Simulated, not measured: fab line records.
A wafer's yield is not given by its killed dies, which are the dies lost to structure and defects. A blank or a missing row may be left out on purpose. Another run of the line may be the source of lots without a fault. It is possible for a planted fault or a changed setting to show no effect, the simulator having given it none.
Chamber matching :: flow n5 finfet :: ald metal-01 running N5_HKMG_FIN_ALD_21: 4 sister chambers
The step deposits TiN, target thk 1.5 nm, pulse time 1 s, purge time 3 s. 4 wafers are shown with their chamber, then 7 later ones without.

## WAFERS WITH THEIR CHAMBER
wafer: L084.4
chamber: 0
heater power outer w (W): 544

wafer: L088.5
chamber: 1
heater power outer w (W): 474

wafer: L089.1
chamber: 2
heater power outer w (W): 429

wafer: L089.3
chamber: 3
heater power outer w (W): 597

## WAFERS MISSING THEIR CHAMBER
wafer: L089.4
heater power outer w (W): 467

wafer: L091.3
heater power outer w (W): 479

wafer: L091.4
heater power outer w (W): 588

wafer: L091.5
heater power outer w (W): 591

wafer: L096.1
heater power outer w (W): 468

wafer: L096.2
heater power outer w (W): 585

wafer: L096.4
heater power outer w (W): 440

## THE CHAMBER EACH PASSED THROUGH
wafer: L089.4
from the rows above: 1
in truth: 1

wafer: L091.3
from the rows above: 1
in truth: 1

wafer: L091.4
from the rows above: 3
in truth: 3

wafer: L091.5
from the rows above: 3
in truth: 3

wafer: L096.1
from the rows above: 1
in truth: 1

wafer: L096.2
from the rows above: 3
in truth: 3

wafer: L096.4
from the rows above: 2
in truth: 2
Placed correctly: 7 of 7. From these rows, 0 cannot be placed. Placed wrongly: 0.
How it was worked out, from the rows above alone: a wafer's distance from a chamber is the root of the sum, over the readings, of the square of ((its reading less the chamber's mean) divided by the reading's scatter). If the next closest chamber is less than 2 further off than the closest, the wafer can't be placed; otherwise it belongs to the closest. The mean given for a chamber averages the wafers shown for that chamber. The scatter: root of mean squared gap, hidden wafer to nearest shown wafer, with one shown wafer a chamber.
